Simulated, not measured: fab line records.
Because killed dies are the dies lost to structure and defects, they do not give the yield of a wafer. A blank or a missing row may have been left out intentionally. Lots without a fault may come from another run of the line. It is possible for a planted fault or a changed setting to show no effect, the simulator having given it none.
2 desks looking at one fault | flow nand_harc | only its own numbers are on each desk; what lay behind them is given at the end

AT THE METROLOGY DESK
What the gauges read for every lot (on any tool): the sampled wafers with a number, averaged. A lot is out of limits, marked OUT, if its mean lies more than 4 standard deviations from the usual mean; the brackets give that distance.
Columns: A = cd_nm at NHARC_THIN_TSV_CD_MEAS_37, usual 4999.3 nm
lot  | first seen here | A
L831 | day 19 01:34    | 5002.0
L835 | day 19 15:20    | 4999.4
L832 | day 19 16:50    | 4998.0
L837 | day 20 19:00    | 4998.4
L840 | day 21 06:41    | 5001.6
L839 | day 21 13:58    | 4999.3
L844 | day 21 20:19    | 4998.1
L845 | day 22 19:31    | 5000.4
L846 | day 22 21:11    | 5000.5
L850 | day 23 17:39    | 4999.2
L852 | day 24 09:49    | 4998.1
L853 | day 24 10:52    | 4997.1
L854 | day 25 00:42    | 4999.2
Result from this desk: across the 13 lots, nothing is out of limits.

DESK OF THE TOOL OWNER: acl_dep-03
The tool's own readings at NHARC_A_STAIRCASE_HM_DEP_456 (deposits aC, target thk 1500 nm): means of the sampled wafers that have a number, for each lot that ran on this tool. A lot is out of limits, marked OUT, if its mean lies more than 4 standard deviations from the usual mean; the brackets give that distance.
Columns: A = throttle_valve_pct at NHARC_A_STAIRCASE_HM_DEP_456, usual 35.002 %
lot  | first seen here | A
L832 | day 11 17:09    | 35.004
L835 | day 12 02:22    | 35.006
L837 | day 13 07:12    | 35.006
L839 | day 13 14:10    | 35.012
L840 | day 13 16:02    | 34.994
L852 | day 16 16:10    | 35.002
Result from this desk: across the 6 lots, nothing is out of limits.

ALL TOGETHER
The metrology desk saw nothing out of limits.
The tool owner's desk saw nothing out of limits.

WHAT WAS PUT IN BY THE SIMULATOR
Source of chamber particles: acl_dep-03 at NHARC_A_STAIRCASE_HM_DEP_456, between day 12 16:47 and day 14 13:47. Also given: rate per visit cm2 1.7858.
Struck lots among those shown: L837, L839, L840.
